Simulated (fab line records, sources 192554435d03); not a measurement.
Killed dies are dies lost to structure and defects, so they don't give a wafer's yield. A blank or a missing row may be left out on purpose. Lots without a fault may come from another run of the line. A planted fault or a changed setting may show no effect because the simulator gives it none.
Which tool did it? | flow n5_finfet | 23 lots, 69 wafers sampled, at 6 steps of a route of 1938

WHAT THE GAUGES READ, wafer by wafer
The record holds no reading of a measuring or inspecting step that can be judged against a usual standard deviation.

WHICH TOOL RAN EACH LOT (tool, then ch and the chambers of the sampled wafers, then the start)
lot  | N5_BEOL_M4_ANNEAL_93         | N5_BEOL_M4_SPUTTER_96        | N5_BEOL_M4_DEP_57               | N5_BEOL_M5_DESCUM_16               | N5_BEOL_M5_ETCH_62                 | N5_BEOL_M5_STRIP_36
L074 | pvd_sputter-03, day 7 17:58  | pvd_sputter-03, day 7 18:20  | pecvd-04 ch 0,1, day 7 19:23    | rie_diel-01 ch 0,2, day 7 21:58    | rie_diel-01 ch 0,2, day 7 22:03    | rie_diel-03 ch 1,2, day 8 01:29
L076 | pvd_sputter-03, day 7 20:08  | pvd_sputter-03, day 7 20:29  | pecvd-04 ch 0,1,2, day 7 21:29  | rie_diel-01 ch 0,1,2, day 8 00:37  | rie_diel-01 ch 0,1,2, day 8 00:42  | rie_diel-01 ch 0,1, day 8 01:50
L075 | pvd_sputter-02, day 8 11:43  | pvd_sputter-02, day 8 12:04  | pecvd-04 ch 0,2, day 8 14:59    | rie_diel-01 ch 1,3, day 8 18:44    | rie_diel-01 ch 1,3, day 8 18:49    | rie_diel-06 ch 1,3, day 8 19:49
L077 | pvd_sputter-01, day 8 11:45  | pvd_sputter-01, day 8 12:07  | pecvd-01 ch 0,2, day 8 15:19    | rie_diel-06 ch 1,3, day 8 18:53    | rie_diel-06 ch 1,3, day 8 18:58    | rie_diel-01 ch 1,2,3, day 8 20:07
L078 | pvd_sputter-01, day 8 14:41  | pvd_sputter-01, day 8 15:03  | pecvd-04 ch 0,1, day 8 20:13    | rie_diel-03 ch 2,3, day 8 23:05    | rie_diel-03 ch 2,3, day 8 23:10    | rie_diel-03 ch 2,3, day 9 00:59
L079 | pvd_sputter-01, day 9 05:31  | pvd_sputter-01, day 9 05:53  | pecvd-01 ch 0,1, day 9 08:23    | rie_diel-06 ch 0,2,3, day 9 10:55  | rie_diel-06 ch 0,2,3, day 9 10:59  | rie_diel-06 ch 1,3, day 9 12:00
L081 | pvd_sputter-01, day 9 12:15  | pvd_sputter-01, day 9 12:37  | pecvd-03 ch 0,1, day 9 16:56    | rie_diel-03 ch 1,2,3, day 9 20:14  | rie_diel-03 ch 1,2,3, day 9 20:19  | rie_diel-03 ch 0,2, day 9 22:06
L082 | pvd_sputter-01, day 9 18:00  | pvd_sputter-01, day 9 18:22  | pecvd-01 ch 0,1,2, day 9 21:29  | rie_diel-06 ch 0,2,3, day 10 01:16 | rie_diel-06 ch 0,2,3, day 10 01:21 | rie_diel-03 ch 0,3, day 10 03:45
L080 | pvd_sputter-01, day 9 20:20  | pvd_sputter-01, day 9 20:42  | pecvd-03 ch 0,1, day 10 00:42   | rie_diel-06 ch 0,3, day 10 04:55   | rie_diel-06 ch 0,3, day 10 05:00   | rie_diel-06 ch 0,2,3, day 10 10:19
L084 | pvd_sputter-02, day 10 03:44 | pvd_sputter-02, day 10 04:05 | pecvd-01 ch 0,1,2, day 10 06:00 | rie_diel-03 ch 0,1,2, day 10 10:52 | rie_diel-03 ch 0,1,2, day 10 10:57 | rie_diel-01 ch 2,3, day 10 13:51
L085 | pvd_sputter-01, day 10 21:17 | pvd_sputter-01, day 10 21:38 | pecvd-03 ch 0,1, day 10 22:38   | rie_diel-01 ch 0,2, day 11 01:57   | rie_diel-01 ch 0,2, day 11 02:02   | rie_diel-06 ch 0,1,3, day 11 04:15
L086 | pvd_sputter-01, day 11 09:35 | pvd_sputter-01, day 11 09:56 | pecvd-03 ch 0,1,2, day 11 10:55 | rie_diel-06 ch 0,2,3, day 11 16:04 | rie_diel-06 ch 0,2,3, day 11 16:08 | rie_diel-06 ch 0,1,2, day 11 17:57
L087 | pvd_sputter-01, day 11 14:38 | pvd_sputter-01, day 11 15:00 | pecvd-03 ch 0,2, day 11 16:17   | rie_diel-01 ch 1,2,3, day 11 19:36 | rie_diel-01 ch 1,2,3, day 11 19:41 | rie_diel-01 ch 0,2,3, day 11 21:16
L088 | pvd_sputter-03, day 11 17:33 | pvd_sputter-03, day 11 17:55 | pecvd-03 ch 1,2, day 11 19:44   | rie_diel-01 ch 1,3, day 11 22:55   | rie_diel-01 ch 1,3, day 11 23:00   | rie_diel-01 ch 0,2,3, day 12 00:40
L090 | pvd_sputter-03, day 11 23:57 | pvd_sputter-03, day 12 00:19 | pecvd-04 ch 0,1, day 12 01:23   | rie_diel-06 ch 1,2,3, day 12 04:38 | rie_diel-06 ch 1,2,3, day 12 04:43 | rie_diel-03 ch 0,1,3, day 12 06:45
L091 | pvd_sputter-03, day 12 07:44 | pvd_sputter-03, day 12 08:05 | pecvd-01 ch 0,1, day 12 09:14   | rie_diel-03 ch 1,3, day 12 12:21   | rie_diel-03 ch 1,3, day 12 12:26   | rie_diel-01 ch 2,3, day 12 14:20
L089 | pvd_sputter-02, day 12 11:32 | pvd_sputter-02, day 12 11:53 | pecvd-01 ch 0,1, day 12 12:56   | rie_diel-01 ch 0,1,3, day 12 16:27 | rie_diel-01 ch 0,1,3, day 12 16:32 | rie_diel-01 ch 1,2, day 12 20:35
L092 | pvd_sputter-01, day 12 14:53 | pvd_sputter-01, day 12 15:14 | pecvd-04 ch 0,1,2, day 12 16:14 | rie_diel-03 ch 0,2,3, day 12 23:06 | rie_diel-03 ch 0,2,3, day 12 23:11 | rie_diel-03 ch 1,2,3, day 13 02:49
L094 | pvd_sputter-03, day 12 17:05 | pvd_sputter-03, day 12 17:27 | pecvd-03 ch 1,2, day 12 18:26   | rie_diel-03 ch 0,2,3, day 13 00:02 | rie_diel-03 ch 0,2,3, day 13 00:07 | rie_diel-03 ch 0,2,3, day 13 03:19
L093 | pvd_sputter-02, day 12 19:06 | pvd_sputter-02, day 12 19:28 | pecvd-03 ch 0,2, day 12 20:47   | rie_diel-03 ch 0,1,2, day 13 01:43 | rie_diel-03 ch 0,1,2, day 13 01:47 | rie_diel-03 ch 0,1,3, day 13 06:10
L095 | pvd_sputter-03, day 12 22:19 | pvd_sputter-03, day 12 22:40 | pecvd-03 ch 0,1,2, day 12 23:40 | rie_diel-01 ch 0,2,3, day 13 03:52 | rie_diel-01 ch 0,2,3, day 13 03:56 | rie_diel-01 ch 0,1,3, day 13 07:14
L096 | pvd_sputter-03, day 13 19:19 | pvd_sputter-03, day 13 19:40 | pecvd-03 ch 1,2, day 13 20:44   | rie_diel-03 ch 0,1,3, day 13 23:37 | rie_diel-03 ch 0,1,3, day 13 23:42 | rie_diel-03 ch 0,1,2, day 14 01:20
L097 | pvd_sputter-02, day 13 22:16 | pvd_sputter-02, day 13 22:37 | pecvd-04 ch 1,2, day 13 23:38   | rie_diel-03 ch 0,2, day 14 02:27   | rie_diel-03 ch 0,2, day 14 02:32   | rie_diel-03 ch 0,2,3, day 14 03:46
- N5_BEOL_M4_ANNEAL_93: time 240 s.
- N5_BEOL_M4_SPUTTER_96: material Cu, target thk 4.5 nm, time 8.29 s.
- N5_BEOL_M4_DEP_57: deposits SiCN from 3MS/NH3, target thk 8 nm, time 14 s.
- N5_BEOL_M5_DESCUM_16: chemistry O2, time 7 s.
- N5_BEOL_M5_ETCH_62: etches SOC in N2/H2, target depth 75 nm, overetch 15 nm, time 112.5 s.
- N5_BEOL_M5_STRIP_36: strips in N2/H2.

WHAT THE TOOLS THEMSELVES READ (means of the sampled wafers that have a number; where no wafer has one, the mark that the record gives instead)
N5_BEOL_M4_ANNEAL_93.
lot  | tool           | heater_power_w (W)
L074 | pvd_sputter-03 | 876
L076 | pvd_sputter-03 | 865
L075 | pvd_sputter-02 | 823
L077 | pvd_sputter-01 | 825
L078 | pvd_sputter-01 | 797
L079 | pvd_sputter-01 | 848
L081 | pvd_sputter-01 | 831
L082 | pvd_sputter-01 | 787
L080 | pvd_sputter-01 | 826
L084 | pvd_sputter-02 | 834
L085 | pvd_sputter-01 | 802
L086 | pvd_sputter-01 | 831
L087 | pvd_sputter-01 | 817
L088 | pvd_sputter-03 | 872
L090 | pvd_sputter-03 | 915
L091 | pvd_sputter-03 | 881
L089 | pvd_sputter-02 | 792
L092 | pvd_sputter-01 | 816
L094 | pvd_sputter-03 | 855
L093 | pvd_sputter-02 | 839
L095 | pvd_sputter-03 | 859
L096 | pvd_sputter-03 | 815
L097 | pvd_sputter-02 | 772

N5_BEOL_M4_SPUTTER_96.
lot  | tool           | chuck_gas_flow_sccm (sccm) | throttle_valve_pct (%)
L074 | pvd_sputter-03 | 1.27                       | 29.5
L076 | pvd_sputter-03 | 1.31                       | 29.5
L075 | pvd_sputter-02 | 1.20                       | 30.3
L077 | pvd_sputter-01 | 1.27                       | 28.6
L078 | pvd_sputter-01 | 1.27                       | 28.6
L079 | pvd_sputter-01 | 1.32                       | 29.6
L081 | pvd_sputter-01 | 1.30                       | 28.6
L082 | pvd_sputter-01 | 1.22                       | 28.3
L080 | pvd_sputter-01 | 1.26                       | 29.1
L084 | pvd_sputter-02 | 1.28                       | 29.9
L085 | pvd_sputter-01 | 1.24                       | 28.2
L086 | pvd_sputter-01 | 1.28                       | 28.7
L087 | pvd_sputter-01 | 1.26                       | 29.2
L088 | pvd_sputter-03 | 1.20                       | 29.3
L090 | pvd_sputter-03 | 1.26                       | 29.7
L091 | pvd_sputter-03 | 1.28                       | 29.6
L089 | pvd_sputter-02 | 1.33                       | 30.9
L092 | pvd_sputter-01 | 1.23                       | 29.1
L094 | pvd_sputter-03 | 1.29                       | 29.4
L093 | pvd_sputter-02 | 1.25                       | 30.1
L095 | pvd_sputter-03 | 1.30                       | 29.4
L096 | pvd_sputter-03 | 1.21                       | 28.7
L097 | pvd_sputter-02 | 1.32                       | 30.6

N5_BEOL_M4_DEP_57.
lot  | tool     | showerhead_plenum_p_Torr (Torr) | throttle_valve_pct (%)
L074 | pecvd-04 | 3.669                           | 8.92
L076 | pecvd-04 | 3.668                           | 8.97
L075 | pecvd-04 | 3.667                           | 8.83
L077 | pecvd-01 | 3.669                           | 8.66
L078 | pecvd-04 | 3.673                           | 8.92
L079 | pecvd-01 | 3.675                           | 9.06
L081 | pecvd-03 | 3.681                           | 9.20
L082 | pecvd-01 | 3.667                           | 9.25
L080 | pecvd-03 | 3.687                           | 9.06
L084 | pecvd-01 | 3.667                           | 9.05
L085 | pecvd-03 | 3.683                           | 9.22
L086 | pecvd-03 | 3.668                           | 9.11
L087 | pecvd-03 | 3.673                           | 9.20
L088 | pecvd-03 | 3.649                           | 8.94
L090 | pecvd-04 | 3.676                           | 8.88
L091 | pecvd-01 | 3.675                           | 9.09
L089 | pecvd-01 | 3.665                           | 9.39
L092 | pecvd-04 | 3.665                           | 9.06
L094 | pecvd-03 | 3.659                           | 9.04
L093 | pecvd-03 | 3.674                           | 8.89
L095 | pecvd-03 | 3.672                           | 9.13
L096 | pecvd-03 | 3.649                           | 9.07
L097 | pecvd-04 | 3.664                           | 9.03

N5_BEOL_M5_DESCUM_16.
lot  | tool        | drypump_motor_current_A (A) | oes_product_au (a.u.) | rf_vpp_V (V) | showerhead_plenum_p_Torr (Torr) | throttle_valve_pct (%)
L074 | rie_diel-01 | 6.1                         | 0.95                  | 241.9        | 2.07                            | 20.50
L076 | rie_diel-01 | 6.0                         | 0.92                  | 241.7        | 2.05                            | 20.36
L075 | rie_diel-01 | 6.1                         | 0.83                  | 242.4        | 2.04                            | 20.21
L077 | rie_diel-06 | 5.1                         | 0.73                  | 241.1        | 1.98                            | 20.33
L078 | rie_diel-03 | 5.2                         | 0.71                  | 242.4        | 2.01                            | 20.58
L079 | rie_diel-06 | 5.7                         | 0.78                  | 242.4        | 2.04                            | 20.45
L081 | rie_diel-03 | 5.4                         | 0.69                  | 242.4        | 2.03                            | 20.72
L082 | rie_diel-06 | 5.7                         | 0.78                  | 242.4        | 2.04                            | 20.45
L080 | rie_diel-06 | 5.8                         | 0.81                  | 241.9        | 2.01                            | 20.21
L084 | rie_diel-03 | 5.8                         | 0.75                  | 242.5        | 2.09                            | 20.81
L085 | rie_diel-01 | 6.1                         | 0.88                  | 241.8        | 2.06                            | 20.56
L086 | rie_diel-06 | 5.7                         | 0.76                  | 242.2        | 2.03                            | 20.48
L087 | rie_diel-01 | 6.2                         | 0.81                  | 241.8        | 2.05                            | 20.42
L088 | rie_diel-01 | 6.4                         | 0.75                  | 242.5        | 2.06                            | 20.39
L090 | rie_diel-06 | 5.4                         | 0.72                  | 242.4        | 2.01                            | 20.50
L091 | rie_diel-03 | 5.2                         | 0.78                  | 241.6        | 1.99                            | 20.50
L089 | rie_diel-01 | 6.2                         | 0.80                  | 242.5        | 2.05                            | 20.39
L092 | rie_diel-03 | 5.5                         | 0.75                  | 243.0        | 2.06                            | 20.69
L094 | rie_diel-03 | 5.5                         | 0.76                  | 242.5        | 2.06                            | 20.68
L093 | rie_diel-03 | 5.8                         | 0.83                  | 243.0        | 2.09                            | 20.71
L095 | rie_diel-01 | 6.3                         | 0.80                  | 242.2        | 2.07                            | 20.56
L096 | rie_diel-03 | 5.5                         | 0.82                  | 243.6        | 2.05                            | 20.57
L097 | rie_diel-03 | 5.9                         | 0.80                  | 242.6        | 2.12                            | 20.77

N5_BEOL_M5_ETCH_62.
lot  | tool        | bias_w (W) | drypump_motor_current_A (A) | h2_flow_sccm (sccm) | oes_product_au (a.u.) | rf_vpp_V (V) | showerhead_plenum_p_Torr (Torr) | throttle_valve_pct (%)
L074 | rie_diel-01 | 149.9      | 6.1                         | 199.9               | 0.74                  | 522.7        | 2.50                            | 17.70
L076 | rie_diel-01 | 150.5      | 6.0                         | 200.4               | 0.72                  | 522.2        | 2.49                            | 17.67
L075 | rie_diel-01 | 150.1      | 6.1                         | 200.3               | 0.65                  | 522.4        | 2.49                            | 17.60
L077 | rie_diel-06 | 149.2      | 5.1                         | 200.4               | 0.59                  | 520.8        | 2.42                            | 17.91
L078 | rie_diel-03 | 149.8      | 5.2                         | 200.1               | 0.57                  | 520.8        | 2.45                            | 18.01
L079 | rie_diel-06 | 149.9      | 5.7                         | 199.9               | 0.61                  | 521.9        | 2.47                            | 17.81
L081 | rie_diel-03 | 150.6      | 5.4                         | 199.5               | 0.56                  | 522.6        | 2.48                            | 18.18
L082 | rie_diel-06 | 150.0      | 5.7                         | 199.5               | 0.61                  | 521.8        | 2.47                            | 17.83
L080 | rie_diel-06 | 150.1      | 5.8                         | 199.7               | 0.65                  | 521.3        | 2.45                            | 17.69
L084 | rie_diel-03 | 149.8      | 5.7                         | 199.7               | 0.61                  | 524.2        | 2.54                            | 18.18
L085 | rie_diel-01 | 150.6      | 6.1                         | 199.8               | 0.70                  | 522.5        | 2.49                            | 17.87
L086 | rie_diel-06 | 150.2      | 5.7                         | 200.8               | 0.61                  | 521.6        | 2.47                            | 17.84
L087 | rie_diel-01 | 149.8      | 6.2                         | 199.9               | 0.64                  | 522.2        | 2.49                            | 17.81
L088 | rie_diel-01 | 150.0      | 6.4                         | 200.6               | 0.60                  | 523.5        | 2.51                            | 17.77
L090 | rie_diel-06 | 150.0      | 5.4                         | 199.2               | 0.57                  | 521.9        | 2.44                            | 17.96
L091 | rie_diel-03 | 149.6      | 5.2                         | 200.1               | 0.62                  | 520.4        | 2.43                            | 17.97
L089 | rie_diel-01 | 150.1      | 6.2                         | 199.7               | 0.63                  | 522.7        | 2.48                            | 17.70
L092 | rie_diel-03 | 150.1      | 5.5                         | 200.0               | 0.60                  | 522.2        | 2.50                            | 18.05
L094 | rie_diel-03 | 150.4      | 5.5                         | 200.0               | 0.60                  | 523.0        | 2.50                            | 18.06
L093 | rie_diel-03 | 150.3      | 5.8                         | 199.7               | 0.66                  | 524.2        | 2.53                            | 18.06
L095 | rie_diel-01 | 150.1      | 6.3                         | 199.9               | 0.64                  | 523.4        | 2.50                            | 17.87
L096 | rie_diel-03 | 150.3      | 5.6                         | 200.6               | 0.65                  | 521.9        | 2.49                            | 17.97
L097 | rie_diel-03 | 149.9      | 5.9                         | 199.2               | 0.63                  | 523.9        | 2.56                            | 18.05

N5_BEOL_M5_STRIP_36.
lot  | tool        | drypump_motor_current_A (A) | h2_flow_sccm (sccm) | oes_product_au (a.u.) | rf_vpp_V (V) | showerhead_plenum_p_Torr (Torr) | throttle_valve_pct (%)
L074 | rie_diel-03 | 5.6                         | 199.7               | 0.71                  | 59.4         | 2.52                            | 24.01
L076 | rie_diel-01 | 6.0                         | 199.2               | 0.89                  | 59.3         | 2.46                            | 23.25
L075 | rie_diel-06 | 5.1                         | 199.9               | 0.74                  | 58.1         | 2.42                            | 23.73
L077 | rie_diel-01 | 6.2                         | 199.6               | 0.84                  | 58.6         | 2.50                            | 23.70
L078 | rie_diel-03 | 5.2                         | 199.7               | 0.72                  | 58.4         | 2.45                            | 23.74
L079 | rie_diel-06 | 5.1                         | 200.4               | 0.73                  | 59.8         | 2.42                            | 23.74
L081 | rie_diel-03 | 5.9                         | 199.9               | 0.83                  | 59.6         | 2.57                            | 23.87
L082 | rie_diel-03 | 5.7                         | 200.1               | 0.84                  | 60.5         | 2.53                            | 23.79
L080 | rie_diel-06 | 5.7                         | 199.8               | 0.77                  | 59.7         | 2.47                            | 23.59
L084 | rie_diel-01 | 6.2                         | 200.1               | 0.83                  | 59.2         | 2.51                            | 24.00
L085 | rie_diel-06 | 5.5                         | 199.9               | 0.77                  | 58.8         | 2.43                            | 23.66
L086 | rie_diel-06 | 5.8                         | 199.6               | 0.75                  | 60.2         | 2.46                            | 23.65
L087 | rie_diel-01 | 6.3                         | 200.0               | 0.81                  | 58.1         | 2.50                            | 23.77
L088 | rie_diel-01 | 6.3                         | 199.8               | 0.81                  | 59.2         | 2.50                            | 23.76
L090 | rie_diel-03 | 5.6                         | 200.2               | 0.84                  | 58.9         | 2.49                            | 23.82
L091 | rie_diel-01 | 6.5                         | 200.3               | 0.77                  | 61.2         | 2.52                            | 23.90
L089 | rie_diel-01 | 6.0                         | 200.5               | 0.85                  | 59.5         | 2.47                            | 23.85
L092 | rie_diel-03 | 5.4                         | 200.4               | 0.78                  | 58.9         | 2.47                            | 23.85
L094 | rie_diel-03 | 5.5                         | 200.1               | 0.76                  | 59.8         | 2.50                            | 23.82
L093 | rie_diel-03 | 5.5                         | 199.8               | 0.83                  | 60.7         | 2.49                            | 23.84
L095 | rie_diel-01 | 6.2                         | 200.3               | 0.80                  | 59.4         | 2.48                            | 23.48
L096 | rie_diel-03 | 5.8                         | 200.3               | 0.82                  | 58.7         | 2.53                            | 23.95
L097 | rie_diel-03 | 5.5                         | 199.9               | 0.75                  | 59.7         | 2.49                            | 23.84

THE ANSWER, worked out from the rows above alone
Rule: what is usual is taken from the lots themselves. Put in order of their means at a reading, lots are off if they are a third of the lots or fewer, leave a main group of 4 or more, and stand apart from it by a gap of 3 or more times the standard deviation of the main group's means; of several such gaps the widest counts. A main group whose means are all the same, to the digits that the tables above print for the reading, isn't used. A lot without any number at a reading at which 4 lots or more have one is off too. The other lots that the step has rows for count as sound. The gauges are gone through in route order, then the tools' own readings, and for those a lot's mean is taken as printed above. The first step at which some lot is off is used, and at that step the reading that is off furthest; a lot without a number counts as furthest.
No lot is off at any reading shown: from this, nothing can be told.

WHAT THE SIMULATOR HAD PUT IN
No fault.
